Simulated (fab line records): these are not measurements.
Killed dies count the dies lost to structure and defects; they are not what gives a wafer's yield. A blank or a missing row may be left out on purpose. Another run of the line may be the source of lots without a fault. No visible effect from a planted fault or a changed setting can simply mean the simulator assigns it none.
Which tool is to blame?	flow n5Finfet	9 lots with 27 wafers sampled at 3 steps, on a route of 1938 steps

## WHAT THE GAUGES READ, wafer by wafer
N5_BEOL_M9_CD_MEAS_28: the cd target is 70 nm.
lot	measured	on	cdNm (nm)
L265	day 9 11:04	cdSem-02	69.82 70.29 69.67
L264	day 10 05:05	cdSem-02	69.68 70.04 69.97
L266	day 10 05:56	cdSem-02	70.21 70.23 70.27
L269	day 10 16:49	cdSem-02	69.66 69.88 69.84
L271	day 11 05:31	cdSem-03	69.96 69.72 70.37
L273	day 11 11:13	cdSem-02	70.05 69.94 69.88
L280	day 14 02:13	cdSem-02	64.01 64.05 63.57
L281	day 14 04:25	cdSem-02	65.09 65.35 64.82
L282	day 14 18:59	cdSem-02	70.14 69.86 70.37

## EACH LOT AND THE TOOL THAT RAN IT (in order: tool; ch and the chambers of the sampled wafers; start)
lot	N5_BEOL_M9_STRIP_19	N5_BEOL_M9_EXPOSE_25
L265	rieDiel-04 ch 1,2,3, day 9 10:34	euvScanner-02 ch 0, day 9 10:57
L264	rieDiel-01 ch 0,1,3, day 10 04:43	euvScanner-01 ch 0, day 10 04:58
L266	rieDiel-01 ch 0,1,3, day 10 05:34	euvScanner-01 ch 0, day 10 05:49
L269	rieDiel-01 ch 0,2,3, day 10 16:10	euvScanner-01 ch 0, day 10 16:41
L271	rieDiel-03 ch 2,3, day 11 05:00	euvScanner-02 ch 0, day 11 05:23
L273	rieDiel-03 ch 1,2, day 11 10:43	euvScanner-02 ch 0, day 11 11:06
L280	rieDiel-04 ch 0,2,3, day 14 00:26	euvScanner-02 ch 0, day 14 02:05
L281	rieDiel-04 ch 0,2,3, day 14 04:02	euvScanner-02 ch 0, day 14 04:18
L282	rieDiel-01 ch 0,1, day 14 18:07	euvScanner-01 ch 0, day 14 18:52
- N5_BEOL_M9_STRIP_19: strips in O2.
- N5_BEOL_M9_EXPOSE_25: exposes mask V8.

## WHAT THE TOOLS THEMSELVES READ (means of the sampled wafers that have a number; where no wafer has one, the mark that the record gives instead)
N5_BEOL_M9_STRIP_19.
lot	tool	drypumpMotorCurrentA (A)	oesProductAu (a.u.)	rfVppV (V)	showerheadPlenumPTorr (Torr)	throttleValvePct (%)
L265	rieDiel-04	5.7	0.78	3.2	2.02	16.42
L264	rieDiel-01	5.4	0.83	3.9	2.09	16.39
L266	rieDiel-01	5.4	0.82	4.0	2.09	16.39
L269	rieDiel-01	5.2	0.80	3.1	2.08	16.48
L271	rieDiel-03	5.5	0.74	3.5	2.08	16.67
L273	rieDiel-03	5.4	0.91	3.5	2.13	16.38
L280	rieDiel-04	5.7	0.80	3.8	2.05	16.47
L281	rieDiel-04	5.7	0.80	3.3	2.05	16.46
L282	rieDiel-01	5.2	0.84	3.3	2.04	16.38

N5_BEOL_M9_EXPOSE_25.
lot	tool	exposureDoseMJCm2
L265	euvScanner-02	37.19
L264	euvScanner-01	37.27
L266	euvScanner-01	37.22
L269	euvScanner-01	37.25
L271	euvScanner-02	37.23
L273	euvScanner-02	37.24
L280	euvScanner-02	29.56
L281	euvScanner-02	31.13
L282	euvScanner-01	37.19

## THE ANSWER, worked out from the rows above alone
Rule: what is usual is taken from the lots themselves. The widest of any qualifying gaps counts: lots, ordered by their means at a reading, are off when they make up no more than a third of the lots, leave a main group of 4 or more, and stand apart from it by 3 or more times the standard deviation of that group's means. The tables above print the reading to a certain number of digits; a main group whose means all agree to those digits is not used. Also off: a lot with no number at a reading for which 4 or more lots have one. All remaining lots with rows at the step are treated as sound. After the gauges, taken in route order, come the tools' own readings; for these a lot's mean is taken, as printed above. The first step at which some lot is off is used, and at that step the reading that is off furthest; a lot without a number counts as furthest.
Off: L280, L281 (N5_BEOL_M9_CD_MEAS_28, cdNm). Mean 69.99 nm and standard deviation 0.14 in the main group.
A tool fits if, at a process step before that reading, it ran every lot that is off, and no sound lot after the first of them. The gauges at N5_BEOL_M9_CD_MEAS_28 aren't tried: what is off there is off at N5_BEOL_M9_EXPOSE_25 too, on other tools, and a gauge's error can't cause that. Can't be told from this: 2 tools fit, rieDiel-04 at N5_BEOL_M9_STRIP_19, euvScanner-02 at N5_BEOL_M9_EXPOSE_25.

## WHAT THE SIMULATOR HAD PUT IN
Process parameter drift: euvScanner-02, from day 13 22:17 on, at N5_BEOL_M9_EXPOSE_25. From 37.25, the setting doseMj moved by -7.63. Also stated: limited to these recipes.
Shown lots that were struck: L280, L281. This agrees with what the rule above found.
